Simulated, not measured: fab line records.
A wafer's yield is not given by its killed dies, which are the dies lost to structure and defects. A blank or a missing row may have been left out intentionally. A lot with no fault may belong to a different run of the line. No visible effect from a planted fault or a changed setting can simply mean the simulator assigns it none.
Lot-split experiment	flow n5Finfet	21 wafers read from 7 lots, route of 1938 steps

## SPLIT DETAILS
At N5_MOL_CONTACT_COAG_ETCH_105 (etches SiARC in CF4, target depth 15.6 nm, time 26 s), the setting biasW was moved away from the recipe's 36 W on 7 of the 21 wafers read, by +6.4% to +14.8%. The other wafers ran this setting at the recipe's value.

Reading taken at the split's own step.

## THE READING
rfVppV, in V, at N5_MOL_CONTACT_COAG_ETCH_105 (etches SiARC in CF4, target depth 15.6 nm, time 26 s). Fault-free wafers of this fab line usually give 184.4 V, standard deviation 1.1 V.

wafer	tool, chamber at the split	biasW as run, W	against the recipe	rfVppV, V	against lot-mates on the recipe
L074.1	rieDiel-01, 1	36	recipe	182.5	-
L074.2	rieDiel-01, 0	41.04	+14.0%	201.1	+18.6
L074.3	rieDiel-01, 2	41.04	+14.0%	200.0	+17.5
L079.2	rieDiel-04, 0	36	recipe	183.5	-
L079.4	rieDiel-04, 3	36	recipe	185.6	-
L079.6	rieDiel-04, 3	36	recipe	185.7	-
L083.2	rieDiel-01, 2	41.34	+14.8%	201.4	+18.2
L083.3	rieDiel-01, 1	36	recipe	182.5	-
L083.4	rieDiel-01, 3	36	recipe	184.0	-
L087.4	rieDiel-04, 3	38.94	+8.2%	194.7	+9.2
L087.5	rieDiel-04, 1	36	recipe	185.5	-
L087.6	rieDiel-04, 0	38.94	+8.2%	193.4	+7.9
L092.1	rieDiel-04, 1	36	recipe	182.5	-
L092.3	rieDiel-04, 0	36	recipe	182.7	-
L092.4	rieDiel-04, 3	36	recipe	184.8	-
L094.3	rieDiel-05, 0	36	recipe	185.5	-
L094.5	rieDiel-05, 3	38.3	+6.4%	193.1	+7.6
L094.6	rieDiel-05, 0	38.3	+6.4%	194.1	+8.6
L095.1	rieDiel-05, 0	36	recipe	186.6	-
L095.3	rieDiel-05, 3	36	recipe	184.8	-
L095.4	rieDiel-05, 1	36	recipe	184.8	-

THE FIT
A straight line over all 21 wafers: rfVppV changes by +1.18 V for each +1% of biasW; r = +0.98; the points scatter about the line by 1.3 V.
The same after taking each lot's own level away (the mean of its wafers on the recipe; 21 wafers): +1.24 V for each +1%; r = +0.99; scatter 0.96 V.
That fit puts the effect of the largest move of biasW on the reading at 18 V.
From 182.50 to 185.50 V: that is the span of the lots' own levels, equal to 2.7 times the standard deviation above.
So the lot-to-lot level changes the slope little: the two slopes agree.
Check: +18.3 V against its lot-mates is what the line predicts for one of the wafers moved furthest among these (+14.8%) when that wafer is left out of the fit. It came out at +18.2 V against them.
Tool readings at the split's step, against how far the setting was moved: rfVppV r = +0.98.

## THESE WAFERS: OTHER SPLITS
Other splits were also applied to these wafers ahead of the reading. Each is held against what the fit with the lots' levels taken away leaves over:
other split on the same wafers	wafers away from the commonest value	r with rfVppV (lot level and that fit taken away)
N5_HKMG_FIN_EXPOSE_46 doseMj	5	+0.23
N5_HKMG_FIN_ETCH_54 sourceW	8	-0.01
N5_GATE_CUT_CMP_23 downForcePsi	6	-0.13
N5_MOL_CONTACT_COAG_EXPOSE_05 doseMj	8	-0.22

## FILE'S OWN FIT
rfVppV changes by +1.23 V for each +1% of biasW, r = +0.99.
